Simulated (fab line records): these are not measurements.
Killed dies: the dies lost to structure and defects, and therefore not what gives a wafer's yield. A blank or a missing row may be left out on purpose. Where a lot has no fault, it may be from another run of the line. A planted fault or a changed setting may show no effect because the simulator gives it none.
Split-lot study	flow n5Finfet	on a route of 1938 steps: 7 lots, 21 wafers read

== ABOUT THE SPLIT ==
At N5_ZERO_LAYER_ETCH_18 (etches Si in HBr/Cl2, target depth 120 nm, time 40 s), the setting icpW was moved away from the recipe's 800 W on 6 of the 21 wafers read, by -13.5% to +11.0%. All remaining wafers had this setting at the recipe value.

The reading comes from the split's own step.

== THE READING ==
etch.depthNm (the simulator's own value, which no gauge read), in nm, at N5_ZERO_LAYER_ETCH_18 (etches Si in HBr/Cl2, target depth 120 nm, time 40 s). No usual value for it is given in the file. Here, 15 wafers ran the recipe; their average is 120.6 nm with a standard deviation of 1.9 nm.

wafer	tool, chamber at the split	icpW as run, W	against the recipe	etch.depthNm, nm	against lot-mates on the recipe
L074.3	rieSi-06, 3	800	recipe	123.6	-
L074.4	rieSi-06, 1	888.1	+11.0%	127.3	+3.7
L074.6	rieSi-06, 3	888.1	+11.0%	129.5	+5.9
L075.1	rieSi-03, 3	800	recipe	121.2	-
L075.3	rieSi-03, 2	800	recipe	119.6	-
L075.4	rieSi-03, 0	800	recipe	117.4	-
L079.1	rieSi-06, 0	734.6	-8.2%	117	-4.3
L079.3	rieSi-06, 3	800	recipe	123.1	-
L079.6	rieSi-06, 1	800	recipe	119.5	-
L083.2	rieSi-03, 3	707.3	-11.6%	117.2	-4.6
L083.4	rieSi-03, 2	800	recipe	120.5	-
L083.6	rieSi-03, 1	800	recipe	123.2	-
L087.1	rieSi-04, 0	800	recipe	121.9	-
L087.4	rieSi-04, 2	800	recipe	119.2	-
L087.6	rieSi-04, 3	692.4	-13.5%	112.1	-8.5
L090.3	rieSi-03, 3	800	recipe	122.5	-
L090.4	rieSi-03, 2	800	recipe	117.5	-
L090.5	rieSi-03, 1	800	recipe	120.1	-
L091.2	rieSi-04, 0	800	recipe	119.5	-
L091.5	rieSi-04, 3	800	recipe	119.6	-
L091.6	rieSi-04, 0	871.7	+9.0%	125.7	+6.2

THE FIT
A straight line over all 21 wafers: etch.depthNm changes by +0.569 nm for each +1% of icpW; r = +0.87; the points scatter about the line by 1.9 nm.
The same after taking each lot's own level away (the mean of its wafers on the recipe; 21 wafers): +0.516 nm for each +1%; r = +0.90; scatter 1.5 nm.
Per that fit: largest icpW move, reading shift of 6.9 nm.
From 119.40 to 123.60 nm: that is the span of the lots' own levels, equal to 2.2 times the standard deviation above.
So the slope is not independent of the lot-to-lot level: the two fits are not the same.
Check: -6.32 nm against its lot-mates is what the line predicts for one of the wafers moved furthest among these (-13.5%) when that wafer is left out of the fit. It came out at -8.45 nm against them.

== ADDITIONAL SPLITS CARRIED BY THESE WAFERS ==
Other splits were also applied to these wafers ahead of the reading. Each is held against what the fit with the lots' levels taken away leaves over:
other split on the same wafers	wafers away from the commonest value	r with etch.depthNm (lot level and that fit taken away)
N5_ZERO_LAYER_EXPOSE_08 doseMj	4	-0.07
N5_ZERO_LAYER_DEVELOP_10 developTimeS	6	+0.13

== THE WHOLE CHAIN: every reading that the file lists as answering this split, in the file's order ==
step	what it does	reading	change (the file's fit)	r (the file's)
N5_ZERO_LAYER_ETCH_18	etches Si in HBr/Cl2, target depth 120 nm, time 40 s	ZERO_LAYER.featureDepthNm (the simulator's own value, which no gauge read)	+0.531 nm for each +1% of the setting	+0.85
N5_ZERO_LAYER_ETCH_18	etches Si in HBr/Cl2, target depth 120 nm, time 40 s	etch.depthNm (the simulator's own value, which no gauge read)	+0.531 nm for each +1% of the setting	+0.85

== FILE'S OWN FIT ==
etch.depthNm changes by +0.531 nm for each +1% of icpW, r = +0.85.
